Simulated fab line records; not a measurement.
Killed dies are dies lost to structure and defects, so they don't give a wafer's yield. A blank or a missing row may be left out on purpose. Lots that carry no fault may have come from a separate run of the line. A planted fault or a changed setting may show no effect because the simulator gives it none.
Matching of chambers :: flow n5-finfet :: N5_BEOL_M8_DEP_56 on pecvd-02: 3 sister chambers
The step deposits SiCN from 3MS/NH3, target thk 10 nm, time 17.5 s. 30 wafers are shown with their chamber, then 12 later ones without.

== WAFERS, EACH WITH ITS CHAMBER ==
wafer: L074.1
chamber: 0
throttle-valve-pct (%): 9.8
showerhead-plenum-p-Torr (Torr): 3.665

wafer: L074.4
chamber: 1
throttle-valve-pct (%): 9.3
showerhead-plenum-p-Torr (Torr): 3.669

wafer: L074.6
chamber: 0
throttle-valve-pct (%): 9.6
showerhead-plenum-p-Torr (Torr): 3.664

wafer: L079.1
chamber: 2
throttle-valve-pct (%): 8.8
showerhead-plenum-p-Torr (Torr): 3.662

wafer: L079.2
chamber: 1
throttle-valve-pct (%): 9.3
showerhead-plenum-p-Torr (Torr): 3.672

wafer: L079.4
chamber: 0
throttle-valve-pct (%): 9.1
showerhead-plenum-p-Torr (Torr): 3.661

wafer: L081.1
chamber: 1
throttle-valve-pct (%): 9.2
showerhead-plenum-p-Torr (Torr): 3.669

wafer: L081.5
chamber: 1
throttle-valve-pct (%): 9.4
showerhead-plenum-p-Torr (Torr): 3.670

wafer: L081.6
chamber: 0
throttle-valve-pct (%): 9.7
showerhead-plenum-p-Torr (Torr): 3.667

wafer: L083.1
chamber: 1
throttle-valve-pct (%): 9.4
showerhead-plenum-p-Torr (Torr): 3.677

wafer: L083.2
chamber: 0
throttle-valve-pct (%): 9.4
showerhead-plenum-p-Torr (Torr): 3.666

wafer: L083.3
chamber: 2
throttle-valve-pct (%): 8.7
showerhead-plenum-p-Torr (Torr): 3.654

wafer: L083.4
chamber: 2
throttle-valve-pct (%): 8.7
showerhead-plenum-p-Torr (Torr): 3.669

wafer: L083.5
chamber: 1
throttle-valve-pct (%): 9.3
showerhead-plenum-p-Torr (Torr): 3.668

wafer: L083.6
chamber: 0
throttle-valve-pct (%): 9.5
showerhead-plenum-p-Torr (Torr): 3.666

wafer: L082.1
chamber: 1
throttle-valve-pct (%): 9.6
showerhead-plenum-p-Torr (Torr): 3.663

wafer: L082.4
chamber: 2
throttle-valve-pct (%): 8.7
showerhead-plenum-p-Torr (Torr): 3.656

wafer: L082.6
chamber: 1
throttle-valve-pct (%): 9.6
showerhead-plenum-p-Torr (Torr): 3.670

wafer: L084.1
chamber: 2
throttle-valve-pct (%): 8.7
showerhead-plenum-p-Torr (Torr): 3.654

wafer: L084.2
chamber: 1
throttle-valve-pct (%): 9.5
showerhead-plenum-p-Torr (Torr): 3.671

wafer: L084.3
chamber: 1
throttle-valve-pct (%): 9.7
showerhead-plenum-p-Torr (Torr): 3.674

wafer: L089.1
chamber: 1
throttle-valve-pct (%): 9.5
showerhead-plenum-p-Torr (Torr): 3.663

wafer: L089.3
chamber: 0
throttle-valve-pct (%): 9.2
showerhead-plenum-p-Torr (Torr): 3.658

wafer: L089.4
chamber: 2
throttle-valve-pct (%): 8.8
showerhead-plenum-p-Torr (Torr): 3.657

wafer: L088.1
chamber: 1
throttle-valve-pct (%): 9.4
showerhead-plenum-p-Torr (Torr): 3.673

wafer: L088.2
chamber: 0
throttle-valve-pct (%): 9.2
showerhead-plenum-p-Torr (Torr): 3.660

wafer: L088.3
chamber: 2
throttle-valve-pct (%): 8.8
showerhead-plenum-p-Torr (Torr): 3.661

wafer: L088.4
chamber: 2
throttle-valve-pct (%): 8.7
showerhead-plenum-p-Torr (Torr): 3.661

wafer: L088.5
chamber: 0
throttle-valve-pct (%): 9.4
showerhead-plenum-p-Torr (Torr): 3.665

wafer: L088.6
chamber: 1
throttle-valve-pct (%): 9.6
showerhead-plenum-p-Torr (Torr): 3.683

SIGNATURES (averages over the wafers above)
reading: throttle-valve-pct
chamber 0: 9.433
chamber 1: 9.446
chamber 2: 8.738
scatter within a chamber: 0.167

reading: showerhead-plenum-p-Torr
chamber 0: 3.66356
chamber 1: 3.67092
chamber 2: 3.65925
scatter within a chamber: 0.00471
Rule: for each reading, subtract the chamber's mean from the wafer's reading, divide by that reading's scatter and square the result; add these up over the readings and take the root, which gives the wafer's distance from the chamber. The wafer belongs to the nearest chamber; if the next one is less than 2 further off, it can't be placed. How the scatter is found: for the shown wafers, subtract from each reading the mean of its chamber, square and add these, divide the total by (wafers less chambers), then take the root.

== WAFERS WITHOUT THEIR CHAMBER ==
wafer: L093.1
throttle-valve-pct (%): 9.1
showerhead-plenum-p-Torr (Torr): 3.676

wafer: L093.2
throttle-valve-pct (%): 9.5
showerhead-plenum-p-Torr (Torr): 3.666

wafer: L093.3
throttle-valve-pct (%): 9.0
showerhead-plenum-p-Torr (Torr): 3.651

wafer: L093.4
throttle-valve-pct (%): 9.0
showerhead-plenum-p-Torr (Torr): 3.655

wafer: L093.5
throttle-valve-pct (%): 8.8
showerhead-plenum-p-Torr (Torr): 3.647

wafer: L093.6
throttle-valve-pct (%): 9.3
showerhead-plenum-p-Torr (Torr): 3.672

wafer: L095.1
throttle-valve-pct (%): 9.6
showerhead-plenum-p-Torr (Torr): 3.659

wafer: L095.2
throttle-valve-pct (%): 9.4
showerhead-plenum-p-Torr (Torr): 3.666

wafer: L095.3
throttle-valve-pct (%): 9.0
showerhead-plenum-p-Torr (Torr): 3.657

wafer: L097.2
throttle-valve-pct (%): 9.0
showerhead-plenum-p-Torr (Torr): 3.669

wafer: L097.4
throttle-valve-pct (%): 9.0
showerhead-plenum-p-Torr (Torr): 3.654

wafer: L097.5
throttle-valve-pct (%): 9.3
showerhead-plenum-p-Torr (Torr): 3.663

== CHAMBER TAKEN BY EACH ==
wafer: L093.1
from the rows above: can't be placed: 1 or 0 or 2
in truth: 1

wafer: L093.2
from the rows above: can't be placed: 0 or 1
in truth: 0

wafer: L093.3
from the rows above: can't be placed: 2 or 0
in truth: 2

wafer: L093.4
from the rows above: can't be placed: 2 or 0
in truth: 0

wafer: L093.5
from the rows above: 2
in truth: 2

wafer: L093.6
from the rows above: can't be placed: 1 or 0
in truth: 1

wafer: L095.1
from the rows above: can't be placed: 0 or 1
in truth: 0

wafer: L095.2
from the rows above: can't be placed: 0 or 1
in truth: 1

wafer: L095.3
from the rows above: can't be placed: 2 or 0
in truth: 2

wafer: L097.2
from the rows above: can't be placed: 2 or 1 or 0
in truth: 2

wafer: L097.4
from the rows above: can't be placed: 2 or 0
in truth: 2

wafer: L097.5
from the rows above: can't be placed: 0 or 1
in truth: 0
Correctly placed: 1 of 12. From these rows, 11 cannot be placed; in 11 the true chamber is one of the candidates. 0 placed wrongly.
